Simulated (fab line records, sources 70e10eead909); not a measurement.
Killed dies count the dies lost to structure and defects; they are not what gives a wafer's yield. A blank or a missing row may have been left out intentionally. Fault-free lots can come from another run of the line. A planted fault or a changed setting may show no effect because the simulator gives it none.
Matching of chambers ; flow nand_harc ; 4 sister chambers for NHARC_A_STAIRCASE_DESCUM_443 on rie_diel-05
The step chemistry O2, time 3 s. 8 wafers are shown with their chamber, then 8 later ones without.

== WAFERS WITH THEIR CHAMBER ==
wafer;chamber;showerhead_plenum_p_Torr (Torr);drypump_motor_current_A (A)
L075.4;0;1.84;5.2
L082.2;2;1.90;5.6
L082.3;3;1.96;5.0
L085.1;2;1.90;5.7
L085.6;0;1.83;5.3
L089.4;3;1.95;5.0
L089.6;1;1.82;6.4
L090.2;1;1.82;6.5

== WAFERS WITH NO CHAMBER GIVEN ==
wafer;showerhead_plenum_p_Torr (Torr);drypump_motor_current_A (A)
L090.4;1.83;5.3
L090.5;1.82;6.5
L094.1;1.83;5.3
L094.4;1.89;5.7
L094.5;1.89;5.7
L096.2;1.83;5.3
L096.3;1.95;5.0
L096.4;1.81;6.4

== EACH ONE'S CHAMBER ==
wafer;from the rows above;in truth
L090.4;0;0
L090.5;1;1
L094.1;0;0
L094.4;2;2
L094.5;2;2
L096.2;0;0
L096.3;3;3
L096.4;1;1
Correct placement for 8 of the 8. Left unplaced by these rows: 0. Wrongly placed: 0.
How it was worked out, from the rows above alone: a wafer's distance from a chamber is the root of the sum, over the readings, of the square of ((its reading less the chamber's mean) divided by the reading's scatter). If the next closest chamber is less than 2 further off than the closest, the wafer can't be placed; otherwise it belongs to the closest. Each chamber's mean is taken over the wafers shown for it. The scatter is the square root of a quotient: the sum, over the shown wafers, of each reading's squared deviation from its chamber's mean, divided by wafers minus chambers.
